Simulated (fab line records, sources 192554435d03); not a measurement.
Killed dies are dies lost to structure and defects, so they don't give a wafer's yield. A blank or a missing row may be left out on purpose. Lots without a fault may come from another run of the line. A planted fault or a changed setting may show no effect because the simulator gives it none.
Which tool did it? | flow n5_finfet | 24 lots, 72 wafers sampled, at 6 steps of a route of 1938

WHAT THE GAUGES READ, wafer by wafer
N5_BEOL_M0_INSPECT_127: inspects for defects (darkfield). Usual: raw_defect_count 71, standard deviation 26.
lot  | measured     | on                | raw_defect_count | flag
L074 | day 5 21:46  | defect_inspect-01 | 71 125 63        |
L075 | day 6 10:53  | defect_inspect-01 | 50 60 40         |
L076 | day 6 16:08  | defect_inspect-02 | 65 75 64         |
L077 | day 6 20:16  | defect_inspect-01 | 43 35 49         |
L078 | day 7 02:23  | defect_inspect-01 | 62 41 43         |
L079 | day 7 03:44  | defect_inspect-02 | 37 90 40         |
L080 | day 7 13:23  | defect_inspect-01 | 63 54 32         |
L081 | day 7 15:05  | defect_inspect-01 | 75 97 87         |
L082 | day 7 21:10  | defect_inspect-01 | 45 72 90         |
L083 | day 8 01:52  | defect_inspect-01 | 63 81 96         |
L084 | day 8 09:46  | defect_inspect-01 | 92 158 78        |
L085 | day 8 18:43  | defect_inspect-02 | 60 54 82         |
L086 | day 9 00:34  | defect_inspect-01 | 74 74 91         |
L087 | day 9 07:54  | defect_inspect-02 | 76 94 82         |
L088 | day 9 15:52  | defect_inspect-01 | 111 101 123      |
L090 | day 10 00:55 | defect_inspect-02 | 87 132 84        |
L089 | day 10 01:32 | defect_inspect-02 | 80 54 91         |
L091 | day 10 09:01 | defect_inspect-01 | 47 94 112        |
L092 | day 10 12:01 | defect_inspect-02 | 63 53 47         |
L093 | day 10 14:01 | defect_inspect-01 | 25 56 78         |
L094 | day 10 23:41 | defect_inspect-01 | 49 41 54         |
L095 | day 11 07:36 | defect_inspect-02 | 52 71 73         |
L096 | day 11 08:58 | defect_inspect-01 | 77 70 82         |
L097 | day 11 17:01 | defect_inspect-01 | 62 69 51         |

N5_BEOL_M1_CD_MEAS_18: pitch 36 nm, target cd 18 nm. Usual: cd_nm 17.8 nm, standard deviation 0.35.
lot  | measured     | on        | cd_nm (nm)     | flag
L074 | day 6 01:02  | cd_sem-03 | 18.4 18.0 18.5 |
L075 | day 6 12:25  | cd_sem-02 | 17.7 18.1 18.5 |
L076 | day 6 17:25  | cd_sem-01 | 17.3 17.5 17.5 |
L077 | day 7 00:14  | cd_sem-01 | 17.8 18.2 18.1 |
L078 | day 7 06:04  | cd_sem-01 | 18.2 18.5 17.9 |
L079 | day 7 06:29  | cd_sem-01 | 17.6 17.9 18.1 |
L080 | day 7 15:19  | cd_sem-01 | 18.1 17.8 17.9 |
L081 | day 7 17:41  | cd_sem-02 | 18.0 17.9 18.0 |
L082 | day 7 23:49  | cd_sem-03 | 17.3 17.7 18.0 |
L083 | day 8 06:09  | cd_sem-01 | 17.9 17.7 18.0 |
L084 | day 8 15:29  | cd_sem-02 | 17.7 17.8 17.4 |
L085 | day 8 20:35  | cd_sem-02 | 17.8 17.4 17.9 |
L086 | day 9 03:55  | cd_sem-03 | 17.3 17.5 17.5 |
L087 | day 9 12:35  | cd_sem-02 | 18.0 17.8 18.1 |
L088 | day 9 18:04  | cd_sem-02 | 17.4 17.3 17.1 |
L090 | day 10 03:01 | cd_sem-01 | 17.3 17.6 17.5 |
L089 | day 10 03:40 | cd_sem-01 | 18.1 17.8 17.8 |
L091 | day 10 11:11 | cd_sem-03 | 17.6 17.8 17.2 |
L092 | day 10 14:22 | cd_sem-01 | 17.6 17.9 17.2 |
L093 | day 10 15:09 | cd_sem-01 | 18.1 18.6 18.3 |
L094 | day 11 02:14 | cd_sem-02 | 18.4 17.6 18.0 |
L095 | day 11 10:52 | cd_sem-01 | 18.1 18.2 18.1 |
L096 | day 11 12:25 | cd_sem-03 | 18.2 17.6 18.3 |
L097 | day 11 20:02 | cd_sem-03 | 17.7 17.6 18.2 |

N5_BEOL_M1_OVL_MEAS_29. Usual: V0_OVL 0.1 nm, standard deviation 0.57.
lot  | measured     | on         | V0_OVL (nm)    | flag
L074 | day 6 01:23  | overlay-01 | 0.3 0.8 0.7    |
L075 | day 6 12:46  | overlay-01 | -0.5 -1.0 -0.3 |
L076 | day 6 17:46  | overlay-01 | -0.1 -0.6 -0.8 |
L077 | day 7 00:35  | overlay-02 | 1.1 0.2 0.7    |
L078 | day 7 06:25  | overlay-02 | -0.6 -0.3 0.2  |
L079 | day 7 06:49  | overlay-02 | 0.1 0.0 -0.7   |
L080 | day 7 15:40  | overlay-01 | 0.3 0.4 0.3    |
L081 | day 7 18:03  | overlay-02 | 1.2 0.1 0.4    |
L082 | day 8 00:17  | overlay-02 | 1.4 0.4 0.6    |
L083 | day 8 06:31  | overlay-02 | -0.4 -0.3 0.3  |
L084 | day 8 15:58  | overlay-01 | -0.1 -0.3 -0.1 |
L085 | day 8 21:03  | overlay-02 | -1.3 0.3 -0.1  |
L086 | day 9 04:17  | overlay-01 | 0.6 0.0 0.1    |
L087 | day 9 12:56  | overlay-02 | 0.7 0.6 0.3    |
L088 | day 9 18:32  | overlay-02 | 0.0 -0.2 -0.2  |
L090 | day 10 03:22 | overlay-02 | 0.0 0.3 -0.3   |
L089 | day 10 04:02 | overlay-02 | -0.6 -0.3 -0.4 |
L091 | day 10 11:32 | overlay-01 | -0.5 -0.2 -0.8 |
L092 | day 10 14:51 | overlay-01 | -0.4 0.2 0.2   |
L093 | day 10 15:31 | overlay-02 | 1.6 0.1 1.6    |
L094 | day 11 02:35 | overlay-01 | -0.6 -0.7 -1.3 |
L095 | day 11 11:13 | overlay-02 | 0.8 0.5 0.1    |
L096 | day 11 12:47 | overlay-02 | 0.1 0.4 0.3    |
L097 | day 11 20:31 | overlay-01 | 0.5 0.7 0.6    |

N5_BEOL_M1_OCD_MEAS_38. Usual: trench_depth_nm 55.5 nm, standard deviation 1.2.
lot  | measured     | on     | trench_depth_nm (nm) | flag
L074 | day 6 06:43  | ocd-02 | 57.1 54.3 56.1       |
L075 | day 6 15:38  | ocd-02 | 56.7 54.9 54.8       |
L076 | day 6 18:40  | ocd-01 | 53.7 55.1 54.2       |
L077 | day 7 01:19  | ocd-01 | 54.7 53.7 54.4       |
L078 | day 7 08:11  | ocd-01 | 56.3 54.1 54.4       |
L079 | day 7 08:43  | ocd-02 | 55.3 53.9 54.9       |
L080 | day 7 16:31  | ocd-02 | 56.4 54.7 56.0       |
L081 | day 7 19:46  | ocd-01 | 55.7 57.0 57.0       |
L082 | day 8 01:02  | ocd-01 | 58.3 55.7 56.8       |
L083 | day 8 22:34  | ocd-02 | 54.0 54.7 54.7       |
L084 | day 8 22:37  | ocd-02 | 54.1 54.9 55.8       |
L085 | day 9 00:07  | ocd-01 | 56.0 55.2 54.6       |
L086 | day 9 06:38  | ocd-02 | 55.8 54.0 55.1       |
L087 | day 9 15:49  | ocd-02 | 54.7 53.0 55.5       |
L088 | day 9 22:18  | ocd-01 | 54.7 55.9 57.4       |
L090 | day 10 10:12 | ocd-02 | 57.3 55.8 55.6       |
L089 | day 10 08:48 | ocd-02 | 56.6 58.1 57.1       |
L091 | day 10 13:22 | ocd-01 | 54.1 55.1 56.3       |
L092 | day 10 18:26 | ocd-01 | 54.9 54.8 55.2       |
L093 | day 11 01:01 | ocd-01 | 55.0 55.0 55.8       |
L094 | day 11 15:28 | ocd-01 | 58.5 54.8 58.6       |
L095 | day 11 18:31 | ocd-01 | 54.1 53.4 55.4       |
L096 | day 11 21:21 | ocd-01 | 57.0 55.4 58.3       |
L097 | day 11 21:50 | ocd-02 | 56.2 57.2 55.4       |

WHICH TOOL RAN EACH LOT (tool, then ch and the chambers of the sampled wafers, then the start)
lot  | N5_BEOL_M0_STRIP_142               | N5_BEOL_M0_ALD_136
L074 | rie_diel-03 ch 0,3, day 5 18:34    | ald_metal-02 ch 0,2, day 5 19:25
L075 | rie_diel-06 ch 0,1,2, day 6 06:44  | ald_metal-04 ch 1,2, day 6 07:18
L076 | rie_diel-06 ch 0,1, day 6 11:10    | ald_metal-04 ch 0,1,2, day 6 12:18
L077 | rie_diel-06 ch 0,1,2, day 6 17:16  | ald_metal-02 ch 0,3, day 6 17:59
L078 | rie_diel-02 ch 0,3, day 6 23:09    | ald_metal-04 ch 0,1, day 6 23:52
L079 | rie_diel-03 ch 2,3, day 7 00:50    | ald_metal-02 ch 0,3, day 7 01:28
L080 | rie_diel-03 ch 1,2,3, day 7 09:33  | ald_metal-02 ch 0,1, day 7 11:29
L081 | rie_diel-06 ch 0,2,3, day 7 12:24  | ald_metal-02 ch 0,3, day 7 13:00
L082 | rie_diel-06 ch 0,1,2, day 7 16:43  | ald_metal-03 ch 0,1,2, day 7 17:32
L083 | rie_diel-06 ch 0,1,3, day 7 22:17  | ald_metal-03 ch 0,1, day 7 23:29
L084 | rie_diel-02 ch 1,3, day 8 07:21    | ald_metal-03 ch 1,2,3, day 8 07:50
L085 | rie_diel-03 ch 1,2, day 8 13:52    | ald_metal-02 ch 0,1, day 8 14:59
L086 | rie_diel-02 ch 0,2, day 8 21:10    | ald_metal-02 ch 0,1, day 8 22:27
L087 | rie_diel-03 ch 0,1,2, day 9 03:56  | ald_metal-04 ch 0,1,2, day 9 04:36
L088 | rie_diel-06 ch 0,2,3, day 9 12:58  | ald_metal-04 ch 0,1,2, day 9 13:34
L090 | rie_diel-02 ch 0,2, day 9 22:11    | ald_metal-04 ch 0,2, day 9 22:51
L089 | rie_diel-06 ch 2,3, day 9 22:17    | ald_metal-03 ch 1,2, day 9 23:04
L091 | rie_diel-06 ch 0,1,2, day 10 05:50 | ald_metal-04 ch 1,2, day 10 06:26
L092 | rie_diel-02 ch 0,1,3, day 10 08:47 | ald_metal-03 ch 0,1,2, day 10 10:05
L093 | rie_diel-03 ch 1,2, day 10 10:55   | ald_metal-03 ch 1,2,3, day 10 11:38
L094 | rie_diel-03 ch 2,3, day 10 18:31   | ald_metal-04 ch 0,2,3, day 10 19:22
L095 | rie_diel-03 ch 2,3, day 11 04:20   | ald_metal-02 ch 0,3, day 11 05:37
L096 | rie_diel-06 ch 0,1,3, day 11 05:44 | ald_metal-02 ch 0,2,3, day 11 06:50
L097 | rie_diel-02 ch 1,2,3, day 11 12:31 | ald_metal-02 ch 0,1,3, day 11 13:32
- N5_BEOL_M0_STRIP_142: strips in N2/H2, time 10 s.
- N5_BEOL_M0_ALD_136: deposits TaN, pulse time 2 s, purge time 3 s, co reactant purge time 2 s.

WHAT THE TOOLS THEMSELVES READ (means of the sampled wafers that have a number; where no wafer has one, the mark that the record gives instead)
N5_BEOL_M0_STRIP_142. Usual: drypump_motor_current_A 5.7 A, standard deviation 0.43; oes_product_au 0.85 a.u., standard deviation 0.068; rf_vpp_V 59.3 V, standard deviation 0.89; showerhead_plenum_p_Torr 2.59 Torr, standard deviation 0.091; temp_c 40.01 C, standard deviation 0.12; throttle_valve_pct 23.6 %, standard deviation 0.36.
lot  | tool        | drypump_motor_current_A (A) | oes_product_au (a.u.) | rf_vpp_V (V) | showerhead_plenum_p_Torr (Torr) | temp_c (C) | throttle_valve_pct (%) | flag
L074 | rie_diel-03 | 5.8                         | 0.86                  | 59.0         | 2.59                            | 40.21      | 23.8                   |
L075 | rie_diel-06 | 5.8                         | 0.86                  | 59.1         | 2.58                            | 40.13      | 23.4                   |
L076 | rie_diel-06 | 6.1                         | 0.84                  | 59.2         | 2.62                            | 40.06      | 23.4                   |
L077 | rie_diel-06 | 5.8                         | 0.86                  | 59.3         | 2.58                            | 40.00      | 23.4                   |
L078 | rie_diel-02 | 5.4                         | 0.88                  | 60.1         | 2.55                            | 39.86      | 23.6                   |
L079 | rie_diel-03 | 5.6                         | 0.88                  | 58.9         | 2.63                            | 39.91      | 23.8                   |
L080 | rie_diel-03 | 5.6                         | 0.90                  | 59.8         | 2.66                            | 40.03      | 23.6                   |
L081 | rie_diel-06 | 5.7                         | 0.87                  | 59.6         | 2.66                            | 40.12      | 23.4                   |
L082 | rie_diel-06 | 5.8                         | 0.84                  | 59.9         | 2.58                            | 40.05      | 23.4                   |
L083 | rie_diel-06 | 6.0                         | 0.83                  | 59.3         | 2.61                            | 40.05      | 23.3                   |
L084 | rie_diel-02 | 5.2                         | 0.77                  | 59.3         | 2.58                            | 39.84      | 23.5                   |
L085 | rie_diel-03 | 5.5                         | 0.90                  | 59.1         | 2.70                            | 39.96      | 23.8                   |
L086 | rie_diel-02 | 6.2                         | 0.85                  | 58.5         | 2.49                            | 40.06      | 24.0                   |
L087 | rie_diel-03 | 5.8                         | 0.87                  | 59.1         | 2.65                            | 40.13      | 23.8                   |
L088 | rie_diel-06 | 5.7                         | 0.85                  | 59.2         | 2.65                            | 40.01      | 23.4                   |
L090 | rie_diel-02 | 6.2                         | 0.83                  | 59.2         | 2.48                            | 39.96      | 24.0                   |
L089 | rie_diel-06 | 5.6                         | 0.84                  | 59.5         | 2.64                            | 40.06      | 23.3                   |
L091 | rie_diel-06 | 5.8                         | 0.81                  | 59.8         | 2.57                            | 39.97      | 23.4                   |
L092 | rie_diel-02 | 5.7                         | 0.89                  | 58.4         | 2.55                            | 39.96      | 23.6                   |
L093 | rie_diel-03 | 5.6                         | 0.88                  | 59.6         | 2.69                            | 40.07      | 23.8                   |
L094 | rie_diel-03 | 5.6                         | 0.85                  | 59.7         | 2.62                            | 39.90      | 23.9                   |
L095 | rie_diel-03 | 5.6                         | 0.84                  | 59.5         | 2.62                            | 40.00      | 23.9                   |
L096 | rie_diel-06 | 6.0                         | 0.80                  | 60.2         | 2.59                            | 40.01      | 23.4                   |
L097 | rie_diel-02 | 5.4                         | 0.90                  | 58.4         | 2.54                            | 40.03      | 23.3                   |

N5_BEOL_M0_ALD_136. Usual: heater_power_w 406 W, standard deviation 42; mfc_carrier_sccm 1500 sccm, standard deviation 4.2.
lot  | tool         | heater_power_w (W) | mfc_carrier_sccm (sccm) | flag
L074 | ald_metal-02 | 422                | 1505                    |
L075 | ald_metal-04 | 370                | 1495                    |
L076 | ald_metal-04 | 410                | 1500                    |
L077 | ald_metal-02 | 395                | 1498                    |
L078 | ald_metal-04 | 420                | 1499                    |
L079 | ald_metal-02 | 425                | 1502                    |
L080 | ald_metal-02 | 404                | 1501                    |
L081 | ald_metal-02 | 425                | 1498                    |
L082 | ald_metal-03 | 400                | 1501                    |
L083 | ald_metal-03 | 381                | 1500                    |
L084 | ald_metal-03 | 401                | 1500                    |
L085 | ald_metal-02 | 429                | 1499                    |
L086 | ald_metal-02 | 423                | 1497                    |
L087 | ald_metal-04 | 416                | 1501                    |
L088 | ald_metal-04 | 415                | 1501                    |
L090 | ald_metal-04 | 409                | 1501                    |
L089 | ald_metal-03 | 404                | 1499                    |
L091 | ald_metal-04 | 366                | 1502                    |
L092 | ald_metal-03 | 393                | 1501                    |
L093 | ald_metal-03 | 397                | 1498                    |
L094 | ald_metal-04 | 444                | 1497                    |
L095 | ald_metal-02 | 420                | 1495                    |
L096 | ald_metal-02 | 396                | 1503                    |
L097 | ald_metal-02 | 400                | 1505                    |

THE ANSWER, worked out from the rows above alone
Rule: a lot is off if the mean of its wafers that have a number lies more than 3 standard deviations from the usual mean. A lot without any number at a reading at which 4 lots or more have one is off too. The other lots that the step has rows for count as sound. The gauges are gone through in route order, then the tools' own readings, and for those a lot's mean is taken as printed above. The first step at which some lot is off is used, and at that step the reading that is off furthest; a lot without a number counts as furthest.
No lot is off at any reading shown: from this, nothing can be told.

WHAT THE SIMULATOR HAD PUT IN
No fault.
